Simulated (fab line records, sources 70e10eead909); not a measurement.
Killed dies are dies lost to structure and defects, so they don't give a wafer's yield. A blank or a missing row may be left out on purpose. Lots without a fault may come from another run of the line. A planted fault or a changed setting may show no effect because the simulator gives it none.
Which tool did it? | flow nand_harc | 15 lots, 42 wafers sampled, at 4 steps of a route of 1302

WHAT THE GAUGES READ, wafer by wafer
The record holds no reading of a measuring or inspecting step that can be judged against a usual standard deviation.

WHICH TOOL RAN EACH LOT (tool, then ch and the chambers of the sampled wafers, then the start)
lot  | NHARC_A_SLIT_DESCUM_14             | NHARC_A_SLIT_ETCH_24               | NHARC_A_WL_FILL_ALD_00           | NHARC_A_WL_FILL_RTA_01
L559 | rie_diel-08 ch 0,1, day 19 21:45   | rie_diel-08 ch 1,3, day 19 21:50   | ald_hk-03 ch 0,1, day 20 13:25   | rtp_anneal-01 ch 0, day 20 13:43
L560 | rie_diel-08 ch 0,1,3, day 20 22:14 | rie_diel-08 ch 0,2,3, day 20 22:19 | ald_hk-02 ch 0,1, day 21 13:29   | rtp_anneal-01 ch 0, day 21 13:46
L563 | rie_diel-08 ch 0,1,3, day 20 23:19 | rie_diel-08 ch 2,3, day 20 23:23   | ald_hk-03 ch 0,1,2, day 21 13:34 | rtp_anneal-02 ch 0, day 21 13:53
L566 | rie_diel-07 ch 0,1,2, day 23 04:10 | rie_diel-07 ch 0,2, day 23 04:14   | ald_hk-03 ch 0,2,3, day 23 15:58 | rtp_anneal-02 ch 0, day 23 16:14
L570 | rie_diel-08 ch 0,3, day 24 07:25   | rie_diel-08 ch 0,3, day 24 07:31   | ald_hk-04 ch 1,3, day 24 20:21   | rtp_anneal-01 ch 0, day 24 20:35
L568 | rie_diel-08 ch 1,3, day 24 10:53   | rie_diel-08 ch 0,2, day 24 10:58   | ald_hk-04 ch 1,2, day 25 00:04   | rtp_anneal-01 ch 0, day 25 00:20
L573 | rie_diel-04 ch 1,2, day 25 03:07   | rie_diel-04 ch 0,3, day 25 03:11   | ald_hk-04 ch 1,2, day 25 16:17   | rtp_anneal-01 ch 0, day 25 16:32
L574 | rie_diel-07 ch 0,1, day 25 03:44   | rie_diel-07 ch 2,3, day 25 03:49   | ald_hk-02 ch 2,3, day 25 20:31   | rtp_anneal-01 ch 0, day 25 20:50
L576 | rie_diel-08 ch 0,2,3, day 26 20:56 | rie_diel-08 ch 0,3, day 26 21:01   | ald_hk-03 ch 1,2, day 27 10:30   | rtp_anneal-01 ch 0, day 27 10:46
L577 | rie_diel-07 ch 0,3, day 26 21:05   | rie_diel-07 ch 0,1,2, day 26 21:10 | ald_hk-02 ch 2,3, day 27 10:29   | rtp_anneal-02 ch 0, day 27 10:45
L578 | rie_diel-07 ch 1,2, day 27 22:34   | rie_diel-07 ch 2,3, day 27 22:38   | ald_hk-02 ch 1,2,3, day 28 11:35 | rtp_anneal-01 ch 0, day 28 12:14
L579 | rie_diel-04 ch 0,1,3, day 27 22:54 | rie_diel-04 ch 2,3, day 27 22:59   | ald_hk-03 ch 1,2,3, day 28 11:29 | rtp_anneal-02 ch 0, day 28 11:43
L581 | rie_diel-04 ch 0,3, day 27 23:03   | rie_diel-04 ch 1,3, day 27 23:47   | ald_hk-04 ch 1,3, day 28 15:20   | rtp_anneal-02 ch 0, day 28 15:35
L580 | rie_diel-04 ch 0,2,3, day 28 02:33 | rie_diel-04 ch 2,3, day 28 02:37   | ald_hk-03 ch 0,1, day 28 15:19   | rtp_anneal-01 ch 0, day 28 15:44
L582 | rie_diel-07 ch 0,1,3, day 29 10:04 | rie_diel-07 ch 0,3, day 29 10:08   | ald_hk-03 ch 1,2,3, day 29 23:05 | rtp_anneal-01 ch 0, day 29 23:21
- NHARC_A_SLIT_DESCUM_14: chemistry O2, time 3 s.
- NHARC_A_SLIT_ETCH_24: etches the open film in CF4/CHF3, target depth 121 nm, time 60.5 s.
- NHARC_A_WL_FILL_ALD_00: deposits Al2O3, target thk 3 nm, pulse time 3 s, ald cycles 30.
- NHARC_A_WL_FILL_RTA_01: time 5 s.

WHAT THE TOOLS THEMSELVES READ (means of the sampled wafers that have a number; where no wafer has one, the mark that the record gives instead)
NHARC_A_SLIT_DESCUM_14. Usual: drypump_motor_current_A 5.8 A, standard deviation 0.5; o2_flow_sccm 200.0 sccm, standard deviation 0.72; oes_product_au 1.001 a.u., standard deviation 0.014; rf_vpp_V 57.8 V, standard deviation 0.76; showerhead_plenum_p_Torr 1.91 Torr, standard deviation 0.075; throttle_valve_pct 11.312 %, standard deviation 0.0077.
lot  | tool        | drypump_motor_current_A (A) | o2_flow_sccm (sccm) | oes_product_au (a.u.) | rf_vpp_V (V) | showerhead_plenum_p_Torr (Torr) | throttle_valve_pct (%) | flag
L559 | rie_diel-08 | 5.3                         | 200.4               | 0.999                 | 56.9         | 1.95                            | 11.312                 |
L560 | rie_diel-08 | 5.7                         | 200.1               | 1.004                 | 57.6         | 1.91                            | 11.310                 |
L563 | rie_diel-08 | 5.7                         | 199.8               | 1.009                 | 57.7         | 1.91                            | 11.310                 |
L566 | rie_diel-07 | 6.0                         | 199.7               | 1.009                 | 58.5         | 1.98                            | 11.307                 |
L570 | rie_diel-08 | 6.0                         | 199.7               | 0.988                 | 58.9         | 1.85                            | 11.314                 |
L568 | rie_diel-08 | 5.8                         | 200.1               | 1.004                 | 58.5         | 1.95                            | 11.311                 |
L573 | rie_diel-04 | 6.2                         | 199.9               | 0.993                 | 57.6         | 1.89                            | 11.312                 |
L574 | rie_diel-07 | 5.7                         | 199.6               | 1.007                 | 57.0         | 1.99                            | 11.308                 |
L576 | rie_diel-08 | 5.6                         | 199.6               | 1.011                 | 57.0         | 1.85                            | 11.314                 |
L577 | rie_diel-07 | 5.9                         | 199.7               | 1.014                 | 58.0         | 1.84                            | 11.310                 |
L578 | rie_diel-07 | 6.1                         | 200.3               | 1.011                 | 58.9         | 1.99                            | 11.317                 |
L579 | rie_diel-04 | 5.8                         | 200.1               | 0.983                 | 57.9         | 1.93                            | 11.314                 |
L581 | rie_diel-04 | 5.7                         | 199.9               | 0.972                 | 58.1         | 1.94                            | 11.305                 |
L580 | rie_diel-04 | 5.8                         | 200.4               | 0.995                 | 57.5         | 1.90                            | 11.313                 |
L582 | rie_diel-07 | 5.9                         | 199.2               | 0.996                 | 57.5         | 1.92                            | 11.310                 |

NHARC_A_SLIT_ETCH_24. Usual: drypump_motor_current_A 5.8 A, standard deviation 0.49; oes_product_au 0.961 a.u., standard deviation 0.019; rf_vpp_V 370.5 V, standard deviation 2.1; showerhead_plenum_p_Torr 1.57 Torr, standard deviation 0.06; throttle_valve_pct 16.803 %, standard deviation 0.0096.
lot  | tool        | drypump_motor_current_A (A) | oes_product_au (a.u.) | rf_vpp_V (V) | showerhead_plenum_p_Torr (Torr) | throttle_valve_pct (%) | flag
L559 | rie_diel-08 | 6.1                         | 0.962                 | 371.3        | 1.59                            | 16.807                 |
L560 | rie_diel-08 | 5.6                         | 0.953                 | 370.2        | 1.53                            | 16.804                 |
L563 | rie_diel-08 | 5.4                         | 0.956                 | 369.3        | 1.54                            | 16.814                 |
L566 | rie_diel-07 | 6.0                         | 0.955                 | 371.8        | 1.60                            | 16.803                 |
L570 | rie_diel-08 | 5.9                         | 0.956                 | 369.1        | 1.52                            | 16.797                 |
L568 | rie_diel-08 | 5.1                         | 0.968                 | 369.5        | 1.52                            | 16.803                 |
L573 | rie_diel-04 | 5.5                         | 0.948                 | 369.8        | 1.58                            | 16.800                 |
L574 | rie_diel-07 | 6.2                         | 0.961                 | 367.2        | 1.51                            | 16.800                 |
L576 | rie_diel-08 | 5.7                         | 0.967                 | 368.8        | 1.52                            | 16.809                 |
L577 | rie_diel-07 | 6.0                         | 0.982                 | 372.0        | 1.62                            | 16.797                 |
L578 | rie_diel-07 | 6.2                         | 0.971                 | 369.8        | 1.55                            | 16.809                 |
L579 | rie_diel-04 | 5.9                         | 0.983                 | 369.3        | 1.54                            | 16.798                 |
L581 | rie_diel-04 | 5.7                         | 0.948                 | 370.9        | 1.57                            | 16.797                 |
L580 | rie_diel-04 | 5.9                         | 0.968                 | 369.5        | 1.54                            | 16.802                 |
L582 | rie_diel-07 | 5.8                         | 0.925                 | 371.5        | 1.57                            | 16.801                 |

NHARC_A_WL_FILL_ALD_00. Usual: heater_power_w 465 W, standard deviation 37; precursor_pulse_height_rel 1.000, standard deviation 0.02.
lot  | tool      | heater_power_w (W) | precursor_pulse_height_rel | flag
L559 | ald_hk-03 | 432                | 0.991                      |
L560 | ald_hk-02 | 472                | 1.001                      |
L563 | ald_hk-03 | 433                | 1.015                      |
L566 | ald_hk-03 | 463                | 0.993                      |
L570 | ald_hk-04 | 453                | 1.016                      |
L568 | ald_hk-04 | 489                | 0.997                      |
L573 | ald_hk-04 | 497                | 1.012                      |
L574 | ald_hk-02 | 487                | 1.002                      |
L576 | ald_hk-03 | 418                | 1.004                      |
L577 | ald_hk-02 | 481                | 1.012                      |
L578 | ald_hk-02 | 482                | 0.999                      |
L579 | ald_hk-03 | 458                | 0.998                      |
L581 | ald_hk-04 | 456                | 1.003                      |
L580 | ald_hk-03 | 444                | 0.985                      |
L582 | ald_hk-03 | 453                | 0.991                      |

NHARC_A_WL_FILL_RTA_01. Usual: anneal_temp_c_max 1007.2, standard deviation 1.5; lamp_power_pct 28 %, standard deviation 3.2; lamp_zone_3_pct 28 %, standard deviation 3.2; lamp_zone_7_pct 28 %, standard deviation 3.2; wafer_temp_C_max 1005.1, standard deviation 1.8.
lot  | tool          | anneal_temp_c_max | lamp_power_pct (%) | lamp_zone_3_pct (%) | lamp_zone_7_pct (%) | wafer_temp_C_max | flag
L559 | rtp_anneal-01 | 1008.0            | 25                 | 25                  | 26                  | 1003.4           |
L560 | rtp_anneal-01 | 1008.4            | 25                 | 25                  | 26                  | 1004.5           |
L563 | rtp_anneal-02 | 1006.1            | 32                 | 32                  | 33                  | 1007.3           |
L566 | rtp_anneal-02 | 1005.1            | 32                 | 32                  | 33                  | 1007.7           |
L570 | rtp_anneal-01 | 1008.5            | 25                 | 25                  | 26                  | 1004.1           |
L568 | rtp_anneal-01 | 1007.0            | 25                 | 25                  | 26                  | 1003.8           |
L573 | rtp_anneal-01 | 1009.7            | 25                 | 25                  | 26                  | 1004.9           |
L574 | rtp_anneal-01 | 1008.4            | 25                 | 25                  | 26                  | 1003.7           |
L576 | rtp_anneal-01 | 1007.1            | 25                 | 25                  | 26                  | 1005.6           |
L577 | rtp_anneal-02 | 1005.8            | 32                 | 32                  | 32                  | 1007.8           |
L578 | rtp_anneal-01 | 1009.8            | 25                 | 25                  | 26                  | 1003.5           |
L579 | rtp_anneal-02 | 1005.2            | 32                 | 32                  | 33                  | 1006.2           |
L581 | rtp_anneal-02 | 1005.8            | 32                 | 32                  | 33                  | 1008.9           |
L580 | rtp_anneal-01 | 1006.8            | 25                 | 25                  | 26                  | 1003.2           |
L582 | rtp_anneal-01 | 1007.2            | 25                 | 25                  | 26                  | 1003.4           |

THE ANSWER, worked out from the rows above alone
Rule: a lot is off if the mean of its wafers that have a number lies more than 3 standard deviations from the usual mean. A lot without any number at a reading at which 4 lots or more have one is off too. The other lots that the step has rows for count as sound. The gauges are gone through in route order, then the tools' own readings, and for those a lot's mean is taken as printed above. The first step at which some lot is off is used, and at that step the reading that is off furthest; a lot without a number counts as furthest.
No lot is off at any reading shown: from this, nothing can be told.

WHAT THE SIMULATOR HAD PUT IN
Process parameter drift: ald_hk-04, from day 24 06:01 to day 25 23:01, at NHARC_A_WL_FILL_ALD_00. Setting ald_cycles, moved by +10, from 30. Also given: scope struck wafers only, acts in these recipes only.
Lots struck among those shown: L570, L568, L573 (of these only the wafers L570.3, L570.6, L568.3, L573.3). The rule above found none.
